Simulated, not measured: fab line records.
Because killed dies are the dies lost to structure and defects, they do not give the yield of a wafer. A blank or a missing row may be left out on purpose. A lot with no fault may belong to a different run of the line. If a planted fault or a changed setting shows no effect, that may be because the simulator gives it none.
Chamber matching / flow n5-finfet / N5_GATE_CUT_ETCH_36 on rie-diel-03: 4 sister chambers
The step etches SiARC in CF4, target depth 13 nm, time 21.7 s. 8 wafers are shown with their chamber, then 7 later ones without.

EACH WAFER AND ITS CHAMBER
wafer=L074.3; chamber=3; throttle-valve-pct (%)=15.68; drypump-motor-current-A (A)=6.6
wafer=L074.6; chamber=0; throttle-valve-pct (%)=15.31; drypump-motor-current-A (A)=4.9
wafer=L075.1; chamber=3; throttle-valve-pct (%)=15.69; drypump-motor-current-A (A)=6.7
wafer=L075.5; chamber=0; throttle-valve-pct (%)=15.30; drypump-motor-current-A (A)=4.9
wafer=L082.1; chamber=1; throttle-valve-pct (%)=16.03; drypump-motor-current-A (A)=6.0
wafer=L082.5; chamber=2; throttle-valve-pct (%)=15.48; drypump-motor-current-A (A)=5.7
wafer=L083.3; chamber=2; throttle-valve-pct (%)=15.48; drypump-motor-current-A (A)=5.8
wafer=L083.5; chamber=1; throttle-valve-pct (%)=16.03; drypump-motor-current-A (A)=6.1

WAFERS WITHOUT THEIR CHAMBER
wafer=L083.6; throttle-valve-pct (%)=15.33; drypump-motor-current-A (A)=4.9
wafer=L095.2; throttle-valve-pct (%)=16.08; drypump-motor-current-A (A)=6.1
wafer=L095.3; throttle-valve-pct (%)=15.38; drypump-motor-current-A (A)=4.9
wafer=L095.4; throttle-valve-pct (%)=15.50; drypump-motor-current-A (A)=5.8
wafer=L097.1; throttle-valve-pct (%)=15.53; drypump-motor-current-A (A)=5.8
wafer=L097.2; throttle-valve-pct (%)=15.40; drypump-motor-current-A (A)=4.9
wafer=L097.3; throttle-valve-pct (%)=16.09; drypump-motor-current-A (A)=6.0

WHICH CHAMBER EACH ONE RAN IN
wafer=L083.6; from the rows above=0; in truth=0
wafer=L095.2; from the rows above=1; in truth=1
wafer=L095.3; from the rows above=0; in truth=0
wafer=L095.4; from the rows above=2; in truth=2
wafer=L097.1; from the rows above=2; in truth=2
wafer=L097.2; from the rows above=0; in truth=0
wafer=L097.3; from the rows above=1; in truth=1
7 of 7 placed correctly. Can't be placed from these rows: 0. Wrongly placed: 0.
How it was worked out, from the rows above alone: a wafer's distance from a chamber is the root of the sum, over the readings, of the square of ((its reading less the chamber's mean) divided by the reading's scatter). If the next closest chamber is less than 2 further off than the closest, the wafer can't be placed; otherwise it belongs to the closest. The mean given for a chamber averages the wafers shown for that chamber. The scatter: take each reading less its chamber's mean, square it, sum over the shown wafers, divide by the number of wafers less the number of chambers, and take the root.
